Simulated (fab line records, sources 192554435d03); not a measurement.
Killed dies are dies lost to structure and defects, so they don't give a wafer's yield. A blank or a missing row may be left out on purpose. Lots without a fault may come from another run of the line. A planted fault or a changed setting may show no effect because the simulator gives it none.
Problem report in the 8D (eight disciplines) form, filled by code | flow n5_finfet | the parts of the form that need people (team, actions taken, sign-off) are left out

1. THE PROBLEM
raw_defect_count at N5_BEOL_M5_INSPECT_58 reads a mean of 873 on 1 wafer of 1 lot; wafers without a fault read 78 with a standard deviation of 24. That is +33 standard deviations from the usual mean.
The step: inspects for defects (darkfield).
First seen on wafer L568.2, day 11 06:02, on defect_inspect-01. The record holds 33 wafers of 11 lots with a number at this step. Rule for "out", or "out of limits": more than 4 standard deviations from the usual mean. The other wafers with a number count as sound.

2. WHAT IT IS AND WHAT IT IS NOT
question                    | is                | is not
which readings at this step | raw_defect_count  | -
which lots                  | L568              | L564, L566, L569, L576, L577, L578, L580, L582, L583, L584
which wafers of those lots  | L568.2            | L568.4, L568.6
read on which gauges        | defect_inspect-01 | defect_inspect-02
when                        | from day 11 06:02 | up to then (8 sound wafers); but 24 sound wafers of L569, L576, L577, L578, L580, L582, L583, L584 came after

3. SUSPECTS, AND WHAT RULES EACH OUT
Counting: a tool at a process step up to the reading stays a suspect if it ran every lot that is out. Sound lots after the first of them don't rule it out here, since some wafers of a struck lot are sound.
- the gauge at N5_BEOL_M5_INSPECT_58: ruled out. All the wafers that are out were read on defect_inspect-01, but those of them that N5_BEOL_M6_INSPECT_13 has rows for are out there too, on other tools.
- pvd_sputter-01 at N5_BEOL_M5_SPUTTER_81 (material Cu, target thk 15 nm, time 27.62 s): kept. It ran the lot that is out, L568 (day 11 00:48); its last sound lot up to then is L566 (day 10 08:13).
- rtp_anneal-01 at N5_BEOL_M5_ANNEAL_51 (time 90 s): kept. It ran the lot that is out, L568 (day 11 04:20); its last sound lot up to then is L566 (day 10 11:41).
- cmp-03 at N5_BEOL_M5_CMP_52 (polishes, stops on SiCOH lowk, t overpolish 6.9 s, target thk 62 nm): kept. It ran the lot that is out, L568 (day 11 05:13); its last sound lot up to then is L564 (day 9 22:31).
- Within cmp-03 at N5_BEOL_M5_CMP_52: the wafers that are out ran in chamber 2; their sound lot-mates ran in chamber 0.
Left after counting: pvd_sputter-01 at N5_BEOL_M5_SPUTTER_81, rtp_anneal-01 at N5_BEOL_M5_ANNEAL_51, cmp-03 at N5_BEOL_M5_CMP_52.

4. THE CAUSE (what the simulator had put in)
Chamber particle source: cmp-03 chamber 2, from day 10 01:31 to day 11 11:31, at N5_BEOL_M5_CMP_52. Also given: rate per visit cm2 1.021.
Counting left 3 suspects, and this tool is among them.

5. THE CHAIN OF EFFECTS, in route order
Each row: a reading whose mean over the struck wafers that have a number lies more than 3 standard deviations from the usual. Only readings for which the record gives a usual standard deviation are gone through. hours: the time from each lot's start at the first step in this table that gives one to its start at this step, as a median over the lots. sigmas: the change in usual standard deviations.
hours | step                    | reading              | usual  | on struck wafers | change | sigmas
0     | N5_BEOL_M5_INSPECT_58   | raw_defect_count     | 78     | 873              | +795   | +33
2     | N5_BEOL_M6_INSPECT_13   | raw_defect_count     | 457    | 1362             | +905   | +8.2
95    | N5_PASSIVATION_PROBE_49 | defect_limited_yield | 91.1 % | 49.7             | -41.4  | -30
95    | N5_PASSIVATION_PROBE_49 | killed_at_M4_up      | 15     | 526              | +511   | +88
95    | N5_PASSIVATION_PROBE_49 | killed_dies          | 105    | 593              | +488   | +30
95    | N5_PASSIVATION_PROBE_49 | killed_on_rim        | 13     | 73               | +60    | +16
95    | N5_PASSIVATION_PROBE_49 | sort_bin_5_function  | 5.2 %  | 31.2             | +26.0  | +30
95    | N5_PASSIVATION_PROBE_49 | sort_bin_6_memory    | 3.3 %  | 14.9             | +11.6  | +19
95    | N5_PASSIVATION_PROBE_49 | sort_n_pass          | 1075   | 587              | -488   | -30
95    | N5_PASSIVATION_PROBE_49 | sort_yield_pct       | 91.1 % | 49.7             | -41.4  | -30
The process steps in it:
- N5_PASSIVATION_PROBE_49

6. WHAT WOULD HAVE CAUGHT IT SOONER
In this record the first reading out of limits at a measuring or inspecting step was taken at day 11 06:02, 29 hours after the fault began at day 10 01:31.
Of the tool readings at N5_BEOL_M5_CMP_52 for which the record gives a usual standard deviation, none was out on any struck wafer, so an alarm limit of 4 standard deviations on them would not have fired.
All the lots that are out (1) had begun N5_BEOL_M5_CMP_52 on cmp-03 by day 11 06:02. A hold on the tool at that time would have spared none of them.
